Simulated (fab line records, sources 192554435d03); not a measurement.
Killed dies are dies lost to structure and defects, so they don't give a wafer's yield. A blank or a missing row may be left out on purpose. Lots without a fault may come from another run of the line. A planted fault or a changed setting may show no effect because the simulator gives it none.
fab line records | flow n5_finfet
record lots=24 wafers=72 last_day=17
route steps=1938 shown BEOL_M3@966
lots that met no fault: from a run of the same line without faults
start_h: hours from the record's first day to the start of the lot's first wafer shown | wait_h: hours since the lot's step before | " the same as in the row above | L1.1+2: a row that stands for several wafers | - no value, or no start given | * or withheld: withheld | < > ~ a bound
route shown NAME@n: a module of which the file shows steps, and the number in the route of the first | usual: mean/standard deviation of fault-free wafers | same: alike in all rows | chamber/n: place in a boat | sites: the reading at each site | _std_site: their standard deviation | _edge_site: outer sites' mean less inner sites' | radius_mm: how far each site lies from the wafer's centre | mask NAME#n: copy n | behind: the tool/chamber that last shaped the wafer | hold: why the lot was held/for how many hours/how that ended | device: the transistor (n, p or np) that didn't switch | end of line: the same wafers' tests at the end of the route | a step without rows: its recipe alone | killed: dies lost to structure and defects at the first sort, not the wafer's yield | map: a wafer's dies, x killed, . not, _ none there
set.NAME: the setting as run; set.NAME@STEP: as run at that earlier step | model.NAME: the simulator's own value behind a step, which no gauge read
steps of the route over a sample of lots; a table a step, a row a wafer
services: from which hour (start_h, from the record's first day; less than 0 if before it) a tool's chamber was out of use, for how many hours, and why
## steps
# step N5_BEOL_M3_CD_MEAS_28
# recipe target_cd_nm=25.7 landing_energy_ev=500 detector=se_inlens target_cd_y_nm=23.3 polarity=opening
# usual cd_nm=25.68/0.24
# columns lot.wafer tool chamber start_h wait_h cd_nm
L074.1 cd_sem-01 0 140.95 - 26.01
L074.3 " 0 " " 25.61
L074.5 " 0 " " 25.65
L075.2 cd_sem-03 0 149.24 - 26.02
L075.4 " 0 " " 25.75
L075.6 " 0 " " 25.46
L076.2 cd_sem-02 0 158.56 - 25.91
L076.4 " 0 " " 25.28
L076.6 " 0 " " 25.27
L077.1 cd_sem-02 0 161.82 - 25.66
L077.2 " 0 " " 25.27
L077.6 " 0 " " 25.76
L078.1 cd_sem-01 0 165.10 - 25.80
L078.4 " 0 " " 25.95
L078.6 " 0 " " 25.97
L079.1 cd_sem-01 0 167.98 - 25.40
L079.2 " 0 " " 25.25
L079.3 " 0 " " 25.04
L080.1 cd_sem-01 0 184.17 - 25.21
L080.5 " 0 " " 25.72
L080.6 " 0 " " 25.47
L081.1 cd_sem-01 0 190.25 - 25.69
L081.5 " 0 " " 25.74
L081.6 " 0 " " 25.97
L082.1 cd_sem-02 0 195.41 - 25.84
L082.3 " 0 " " 25.70
L082.5 " 0 " " 25.48
L083.1 cd_sem-02 0 205.43 - 25.90
L083.2 " 0 " " 25.64
L083.5 " 0 " " 25.88
L084.1 cd_sem-02 0 207.82 - 25.61
L084.3 " 0 " " 25.73
L084.4 " 0 " " 25.43
L085.1 cd_sem-03 0 212.31 - 25.48
L085.2 " 0 " " 25.81
L085.6 " 0 " " 25.88
L086.1 cd_sem-03 0 223.02 - 25.97
L086.3 " 0 " " 25.26
L086.5 " 0 " " 25.58
L088.3 cd_sem-01 0 225.54 - 25.77
L088.5 " 0 " " 25.87
L088.6 " 0 " " 25.82
L087.1 cd_sem-01 0 226.91 - 25.41
L087.2 " 0 " " 25.45
L087.3 " 0 " " 25.85
L089.1 cd_sem-03 0 234.08 - 25.85
L089.2 " 0 " " 25.52
L089.5 " 0 " " 26.09
L090.2 cd_sem-03 0 234.17 - 25.77
L090.4 " 0 " " 25.79
L090.6 " 0 " " 25.86
L091.1 cd_sem-03 0 245.25 - 25.47
L091.2 " 0 " " 25.83
L091.6 " 0 " " 25.65
L092.1 cd_sem-01 0 251.76 - 25.82
L092.2 " 0 " " 26.37
L092.3 " 0 " " 25.63
L093.1 cd_sem-01 0 268.68 - 25.62
L093.2 " 0 " " 25.55
L093.3 " 0 " " 25.55
L094.2 cd_sem-01 0 269.04 - 25.43
L094.3 " 0 " " 25.48
L094.5 " 0 " " 25.43
L095.1 cd_sem-02 0 276.04 - 25.57
L095.3 " 0 " " 25.77
L095.6 " 0 " " 25.84
L096.2 cd_sem-03 0 281.77 - 25.19
L096.3 " 0 " " 26.05
L096.6 " 0 " " 25.32
L097.1 cd_sem-02 0 289.02 - 25.98
L097.3 " 0 " " 25.54
L097.6 " 0 " " 25.50
# step N5_BEOL_M3_ALD_98
# recipe material=SiO2 target_thk_a=25 temp_c=100 ald_precursor_family=BDEAS ald_co_reactant=O2-plasma pulse_time_s=1 co_reactant_pulse_time_s=1 purge_time_s=2 co_reactant_purge_time_s=2 ald_cycles=17 pressure_torr=2
# usual heater_power_w=78/10 precursor_pulse_height_rel=1.000/0.02
# columns lot.wafer tool chamber start_h wait_h heater_power_w precursor_pulse_height_rel
L074.1 ald_sin-04 3 141.44 0.3 62 0.986
L074.3 " 0 " " 77 0.975
L074.5 " 3 " " 61 0.976
L075.2 ald_sin-01 2 149.70 0.2 100 1.032
L075.4 " 1 " " 84 0.994
L075.6 " 0 " " 70 0.982
L076.2 ald_sin-04 3 158.88 0.1 63 1.012
L076.4 " 2 " " 86 1.006
L076.6 " 1 " " 82 1.014
L077.1 ald_sin-03 2 162.07 0.1 70 1.017
L077.2 " 1 " " 62 0.998
L077.6 " 0 " " 75 0.987
L078.1 ald_sin-01 0 165.36 0.1 71 0.976
L078.4 " 1 " " 85 1.000
L078.6 " 3 " " 78 1.002
L079.1 ald_sin-01 0 168.23 0.1 69 1.012
L079.2 " 2 " " 100 0.973
L079.3 " 3 " " 80 0.960
L080.1 ald_sin-04 2 184.43 0.1 85 1.020
L080.5 " 0 " " 80 1.017
L080.6 " 1 " " 83 1.000
L081.1 ald_sin-04 1 190.85 0.1 80 0.986
L081.5 " 3 " " 63 0.989
L081.6 " 2 " " 86 1.016
L082.1 ald_sin-03 0 195.70 0.1 73 0.966
L082.3 " 3 " " 81 0.997
L082.5 " 0 " " 72 0.981
L083.1 ald_sin-03 2 205.70 0.1 68 0.997
L083.2 " 1 " " 63 0.968
L083.5 " 1 " " 61 0.984
L084.1 ald_sin-01 1 208.08 0.1 80 0.998
L084.3 " 3 " " 73 1.010
L084.4 " 0 " " 67 0.994
L085.1 ald_sin-03 0 213.21 0.7 73 0.955
L085.2 " 3 " " 83 1.013
L085.6 " 0 " " 74 0.965
L086.1 ald_sin-04 2 224.09 0.4 86 0.988
L086.3 " 0 " " 79 1.014
L086.5 " 1 " " 81 1.005
L088.3 ald_sin-01 0 225.80 0.1 67 0.977
L088.5 " 2 " " 95 0.976
L088.6 " 3 " " 76 0.995
L087.1 ald_sin-01 1 227.21 0.1 83 0.984
L087.2 " 2 " " 98 0.991
L087.3 " 0 " " 67 1.018
L089.1 ald_sin-04 3 234.34 0.1 61 1.029
L089.2 " 1 " " 80 0.993
L089.5 " 1 " " 79 0.983
L090.2 ald_sin-04 3 234.43 0.1 63 1.008
L090.4 " 0 " " 77 1.000
L090.6 " 2 " " 89 1.003
L091.1 ald_sin-01 3 245.50 0.1 77 1.010
L091.2 " 1 " " 81 0.999
L091.6 " 2 " " 94 0.986
L092.1 ald_sin-04 3 252.85 0.4 60 1.007
L092.2 " 2 " " 89 1.006
L092.3 " 0 " " 78 1.016
L093.1 ald_sin-04 0 270.19 1.3 77 0.998
L093.2 " 3 " " 63 1.011
L093.3 " 2 " " 88 0.977
L094.2 ald_sin-04 3 270.28 0.9 61 0.987
L094.3 " 0 " " 78 0.998
L094.5 " 0 " " 79 1.039
L095.1 ald_sin-01 1 276.46 0.2 82 0.985
L095.3 " 2 " " 97 1.010
L095.6 " 3 " " 75 0.989
L096.2 ald_sin-01 1 282.63 0.7 81 0.994
L096.3 " 0 " " 67 1.026
L096.6 " 0 " " 67 1.003
L097.1 ald_sin-01 3 289.71 0.1 75 1.022
L097.3 " 2 " " 97 1.011
L097.6 " 3 " " 75 1.027
# step N5_BEOL_M3_ANNEAL_82
# recipe temp_c=400 time_s=240 ambient=vacuum
# usual heater_power_w=818/71
# same time_s=240
# columns lot.wafer tool chamber start_h wait_h heater_power_w
L074.1 pvd_sputter-02 - 149.32 0.0 861
L074.3 " - " " 686
L074.5 " - " " 870
L075.2 pvd_sputter-02 - 153.93 0.0 797
L075.4 " - " " 973
L075.6 " - " " 887
L076.2 pvd_sputter-03 - 161.78 0.0 792
L076.4 " - " " 832
L076.6 " - " " 779
L077.1 pvd_sputter-03 - 168.35 0.0 807
L077.2 " - " " 747
L077.6 " - " " 737
L078.1 pvd_sputter-03 - 171.03 0.0 847
L078.4 " - " " 803
L078.6 " - " " 839
L079.1 pvd_sputter-03 - 176.15 0.0 820
L079.2 " - " " 823
L079.3 " - " " 751
L080.1 pvd_sputter-03 - 188.07 0.0 826
L080.5 " - " " 813
L080.6 " - " " 856
L081.1 pvd_sputter-03 - 195.53 0.0 724
L081.5 " - " " 748
L081.6 " - " " 790
L082.1 pvd_sputter-02 - 199.09 0.0 805
L082.3 " - " " 881
L082.5 " - " " 806
L083.1 pvd_sputter-03 - 208.01 0.0 784
L083.2 " - " " 741
L083.5 " - " " 796
L084.1 pvd_sputter-01 - 213.46 0.0 890
L084.3 " - " " 742
L084.4 " - " " 862
L085.1 pvd_sputter-03 - 216.67 0.0 805
L085.2 " - " " 727
L085.6 " - " " 801
L086.1 pvd_sputter-03 - 231.11 0.0 739
L086.3 " - " " 786
L086.5 " - " " 846
L088.3 pvd_sputter-01 - 231.36 0.0 876
L088.5 " - " " 880
L088.6 " - " " 907
L087.1 pvd_sputter-03 - 234.35 0.0 737
L087.2 " - " " 800
L087.3 " - " " 812
L089.1 pvd_sputter-03 - 237.73 0.0 851
L089.2 " - " " 743
L089.5 " - " " 802
L090.2 pvd_sputter-01 - 241.57 0.0 757
L090.4 " - " " 891
L090.6 " - " " 889
L091.1 pvd_sputter-02 - 248.15 0.0 963
L091.2 " - " " 825
L091.6 " - " " 873
L092.1 pvd_sputter-01 - 261.08 0.0 926
L092.2 " - " " 867
L092.3 " - " " 877
L094.2 pvd_sputter-02 - 278.88 0.0 957
L094.3 " - " " 893
L094.5 " - " " 710
L093.1 pvd_sputter-02 - 280.98 0.0 871
L093.2 " - " " 690
L093.3 " - " " 785
L095.1 pvd_sputter-03 - 282.02 0.0 827
L095.3 " - " " 732
L095.6 " - " " 800
L096.2 pvd_sputter-03 - 289.37 0.0 811
L096.3 " - " " 733
L096.6 " - " " 798
L097.1 pvd_sputter-02 - 292.45 0.0 968
L097.3 " - " " 702
L097.6 " - " " 805
# step N5_BEOL_M3_ANNEAL_87
# recipe temp_c=400 time_s=240 ambient=vacuum
# usual heater_power_w=817/73
# same time_s=240
# columns lot.wafer tool chamber start_h wait_h heater_power_w
L074.1 pvd_sputter-02 - 149.54 0.0 892
L074.3 " - " " 697
L074.5 " - " " 843
L075.2 pvd_sputter-02 - 154.15 0.0 782
L075.4 " - " " 980
L075.6 " - " " 892
L076.2 pvd_sputter-03 - 162.00 0.0 794
L076.4 " - " " 843
L076.6 " - " " 807
L077.1 pvd_sputter-03 - 168.57 0.0 793
L077.2 " - " " 748
L077.6 " - " " 737
L078.1 pvd_sputter-03 - 171.25 0.0 861
L078.4 " - " " 799
L078.6 " - " " 839
L079.1 pvd_sputter-03 - 176.37 0.0 794
L079.2 " - " " 852
L079.3 " - " " 755
L080.1 pvd_sputter-03 - 188.29 0.0 823
L080.5 " - " " 824
L080.6 " - " " 821
L081.1 pvd_sputter-03 - 195.75 0.0 741
L081.5 " - " " 740
L081.6 " - " " 787
L082.1 pvd_sputter-02 - 199.31 0.0 811
L082.3 " - " " 863
L082.5 " - " " 812
L083.1 pvd_sputter-03 - 208.23 0.0 794
L083.2 " - " " 753
L083.5 " - " " 808
L084.1 pvd_sputter-01 - 213.68 0.0 880
L084.3 " - " " 768
L084.4 " - " " 868
L085.1 pvd_sputter-03 - 216.89 0.0 796
L085.2 " - " " 746
L085.6 " - " " 804
L086.1 pvd_sputter-03 - 231.33 0.0 739
L086.3 " - " " 781
L086.5 " - " " 838
L088.3 pvd_sputter-01 - 231.58 0.0 857
L088.5 " - " " 900
L088.6 " - " " 931
L087.1 pvd_sputter-03 - 234.57 0.0 743
L087.2 " - " " 794
L087.3 " - " " 859
L089.1 pvd_sputter-03 - 237.95 0.0 850
L089.2 " - " " 712
L089.5 " - " " 783
L090.2 pvd_sputter-01 - 241.79 0.0 753
L090.4 " - " " 865
L090.6 " - " " 882
L091.1 pvd_sputter-02 - 248.37 0.0 970
L091.2 " - " " 807
L091.6 " - " " 880
L092.1 pvd_sputter-01 - 261.30 0.0 923
L092.2 " - " " 877
L092.3 " - " " 886
L094.2 pvd_sputter-02 - 279.10 0.0 950
L094.3 " - " " 885
L094.5 " - " " 699
L093.1 pvd_sputter-02 - 281.20 0.0 882
L093.2 " - " " 661
L093.3 " - " " 803
L095.1 pvd_sputter-03 - 282.24 0.0 791
L095.3 " - " " 726
L095.6 " - " " 805
L096.2 pvd_sputter-03 - 289.59 0.0 792
L096.3 " - " " 743
L096.6 " - " " 803
L097.1 pvd_sputter-02 - 292.67 0.0 968
L097.3 " - " " 687
L097.6 " - " " 817
# step N5_BEOL_M3_SPUTTER_90
# recipe material=Cu target_thk_a=45 temp_c=-20 chamber_pressure_pa=0.07 power_w=withheld time_s=8.29
# usual chuck_gas_flow_sccm=1.26/0.056 throttle_valve_pct=29.9/0.76
# same time_s=8.29
# columns lot.wafer tool chamber start_h wait_h chuck_gas_flow_sccm throttle_valve_pct
L074.1 pvd_sputter-02 - 149.90 0.1 1.25 29.6
L074.3 " - " " 1.22 29.7
L074.5 " - " " 1.35 29.6
L075.2 pvd_sputter-02 - 154.51 0.1 1.24 30.8
L075.4 " - " " 1.36 28.6
L075.6 " - " " 1.30 29.5
L076.2 pvd_sputter-03 - 162.36 0.1 1.28 31.0
L076.4 " - " " 1.28 29.1
L076.6 " - " " 1.23 31.0
L077.1 pvd_sputter-03 - 168.93 0.1 1.33 30.4
L077.2 " - " " 1.24 29.7
L077.6 " - " " 1.28 30.1
L078.1 pvd_sputter-03 - 171.61 0.1 1.17 28.7
L078.4 " - " " 1.28 31.3
L078.6 " - " " 1.21 29.0
L079.1 pvd_sputter-03 - 176.73 0.1 1.20 31.0
L079.2 " - " " 1.20 29.2
L079.3 " - " " 1.25 30.1
L080.1 pvd_sputter-03 - 188.65 0.1 1.30 29.2
L080.5 " - " " 1.21 31.0
L080.6 " - " " 1.23 28.8
L081.1 pvd_sputter-03 - 196.11 0.1 1.24 29.9
L081.5 " - " " 1.15 29.8
L081.6 " - " " 1.23 30.4
L082.1 pvd_sputter-02 - 199.67 0.1 1.31 30.7
L082.3 " - " " 1.27 29.6
L082.5 " - " " 1.31 30.9
L083.1 pvd_sputter-03 - 208.59 0.1 1.32 30.5
L083.2 " - " " 1.28 30.1
L083.5 " - " " 1.40 30.5
L084.1 pvd_sputter-01 - 214.04 0.1 1.28 29.1
L084.3 " - " " 1.26 29.7
L084.4 " - " " 1.33 30.2
L085.1 pvd_sputter-03 - 217.25 0.1 1.31 30.4
L085.2 " - " " 1.26 29.9
L085.6 " - " " 1.30 30.4
L086.1 pvd_sputter-03 - 231.69 0.1 1.24 29.9
L086.3 " - " " 1.26 30.5
L086.5 " - " " 1.25 29.1
L088.3 pvd_sputter-01 - 231.94 0.1 1.32 30.0
L088.5 " - " " 1.35 30.2
L088.6 " - " " 1.30 30.3
L087.1 pvd_sputter-03 - 234.93 0.1 1.22 30.0
L087.2 " - " " 1.28 30.2
L087.3 " - " " 1.23 29.1
L089.1 pvd_sputter-03 - 238.31 0.1 1.28 28.7
L089.2 " - " " 1.12 30.2
L089.5 " - " " 1.27 30.3
L090.2 pvd_sputter-01 - 242.15 0.1 1.22 29.6
L090.4 " - " " 1.18 29.2
L090.6 " - " " 1.23 30.1
L091.1 pvd_sputter-02 - 248.73 0.1 1.26 28.4
L091.2 " - " " 1.32 31.2
L091.6 " - " " 1.33 29.3
L092.1 pvd_sputter-01 - 261.66 0.1 1.28 30.2
L092.2 " - " " 1.29 30.2
L092.3 " - " " 1.23 29.3
L094.2 pvd_sputter-02 - 279.46 0.1 1.30 28.3
L094.3 " - " " 1.31 29.8
L094.5 " - " " 1.16 29.5
L093.1 pvd_sputter-02 - 281.56 0.1 1.26 29.8
L093.2 " - " " 1.33 29.6
L093.3 " - " " 1.31 31.0
L095.1 pvd_sputter-03 - 282.60 0.1 1.30 31.1
L095.3 " - " " 1.24 30.1
L095.6 " - " " 1.29 30.2
L096.2 pvd_sputter-03 - 289.95 0.1 1.29 30.9
L096.3 " - " " 1.29 29.9
L096.6 " - " " 1.32 31.1
L097.1 pvd_sputter-02 - 293.03 0.1 1.31 28.6
L097.3 " - " " 1.20 29.6
L097.6 " - " " 1.32 30.9
# step N5_BEOL_M3_DEP_57
# recipe material=SiCN target_thk_a=80 temp_c=withheld precursor=3MS/NH3 pressure_torr=3 rf_w=202 time_s=14
# usual showerhead_plenum_p_Torr=3.671/0.013 throttle_valve_pct=9.0/0.59
# same time_s=14
# columns lot.wafer tool chamber start_h wait_h showerhead_plenum_p_Torr throttle_valve_pct
L074.1 pecvd-03 0 151.54 0.0 3.650 9.0
L074.3 " 2 " " 3.655 8.5
L074.5 " 1 " " 3.661 8.9
L075.2 pecvd-02 2 156.29 0.0 3.666 8.9
L075.4 " 0 " " 3.670 9.7
L075.6 " 2 " " 3.672 8.6
L076.2 pecvd-02 0 164.01 0.0 3.663 10.0
L076.4 " 1 " " 3.673 9.0
L076.6 " 2 " " 3.661 8.9
L077.1 pecvd-02 2 170.79 0.0 3.658 8.5
L077.2 " 1 " " 3.681 9.2
L077.6 " 2 " " 3.666 8.7
L078.1 pecvd-04 0 173.26 0.0 3.685 8.6
L078.4 " 1 " " 3.692 9.4
L078.6 " 2 " " 3.663 8.0
L079.1 pecvd-02 1 178.38 0.0 3.678 9.2
L079.2 " 0 " " 3.673 9.9
L079.3 " 2 " " 3.662 8.8
L080.1 pecvd-02 0 190.30 0.0 3.668 9.9
L080.5 " 1 " " 3.691 9.2
L080.6 " 2 " " 3.674 9.0
L081.1 pecvd-04 0 197.79 0.0 3.682 8.7
L081.5 " 2 " " 3.670 7.9
L081.6 " 0 " " 3.687 8.5
L082.1 pecvd-04 0 202.18 0.0 3.682 8.8
L082.3 " 2 " " 3.660 8.2
L082.5 " 2 " " 3.662 8.0
L083.1 pecvd-02 2 210.50 0.0 3.666 8.7
L083.2 " 1 " " 3.679 9.1
L083.5 " 2 " " 3.660 8.8
L084.1 pecvd-02 1 215.68 0.0 3.671 9.1
L084.3 " 2 " " 3.669 8.9
L084.4 " 2 " " 3.670 9.0
L085.1 pecvd-04 0 218.91 0.0 3.688 8.7
L085.2 " 2 " " 3.661 8.1
L085.6 " 2 " " 3.662 7.6
L086.1 pecvd-03 1 233.33 0.0 3.656 8.8
L086.3 " 0 " " 3.652 8.9
L086.5 " 0 " " 3.659 9.0
L088.3 pecvd-04 1 233.70 0.0 3.695 9.4
L088.5 " 2 " " 3.659 7.8
L088.6 " 0 " " 3.698 8.6
L087.1 pecvd-04 2 236.63 0.0 3.657 8.1
L087.2 " 1 " " 3.699 9.3
L087.3 " 0 " " 3.680 8.5
L089.1 pecvd-04 1 239.95 0.0 3.697 9.5
L089.2 " 2 " " 3.661 7.8
L089.5 " 0 " " 3.684 8.7
L090.2 pecvd-03 2 243.80 0.0 3.658 8.6
L090.4 " 2 " " 3.654 8.9
L090.6 " 1 " " 3.647 8.8
L091.1 pecvd-02 1 250.40 0.0 3.675 9.1
L091.2 " 2 " " 3.670 8.7
L091.6 " 0 " " 3.658 9.9
L092.1 pecvd-04 2 263.49 0.0 3.664 8.0
L092.2 " 0 " " 3.680 8.9
L092.3 " 1 " " 3.699 9.6
L094.2 pecvd-02 1 281.10 0.0 3.661 9.1
L094.3 " 2 " " 3.675 8.9
L094.5 " 2 " " 3.665 8.9
L093.1 pecvd-03 0 283.20 0.0 3.651 9.0
L093.2 " 2 " " 3.653 8.9
L093.3 " 1 " " 3.654 8.6
L095.1 pecvd-02 0 284.28 0.0 3.661 9.8
L095.3 " 2 " " 3.672 9.2
L095.6 " 0 " " 3.656 9.9
L096.2 pecvd-04 2 292.74 0.0 3.660 7.9
L096.3 " 1 " " 3.691 9.7
L096.6 " 0 " " 3.683 8.5
L097.1 pecvd-02 0 294.67 0.0 3.669 10.0
L097.3 " 2 " " 3.659 8.9
L097.6 " 1 " " 3.681 9.2
## services
# columns tool chamber start_h hours kind
pvd_sputter-02 - 121.61 1.8 repair
pecvd-03 - 122.85 0.5 repair
pecvd-04 - 137.74 1.3 repair
pecvd-04 2 140.57 11.5 repair
pecvd-02 2 142.43 2.1 scheduled_down
pecvd-02 1 152.91 1.9 repair
ald_sin-01 - 176.75 14.0 pm
ald_sin-01 0 176.75 14.0 vent_cycle
ald_sin-01 1 176.75 14.0 vent_cycle
ald_sin-01 2 176.75 14.0 vent_cycle
ald_sin-01 3 176.75 14.0 vent_cycle
pecvd-04 - 180.14 0.9 repair
ald_sin-01 0 190.75 - clean
ald_sin-01 1 190.75 - clean
ald_sin-01 2 190.75 - clean
pecvd-04 1 209.48 10.2 repair
pecvd-03 - 221.28 2.8 pm
pecvd-02 - 225.45 14.6 pm
pvd_sputter-01 - 252.79 1.5 repair
pecvd-02 1 253.92 5.5 scheduled_down
pecvd-04 1 256.77 2.0 repair
ald_sin-03 - 269.08 14.0 pm
pecvd-02 0 277.57 2.1 scheduled_down
pecvd-04 - 288.42 0.8 repair
## key
fault none
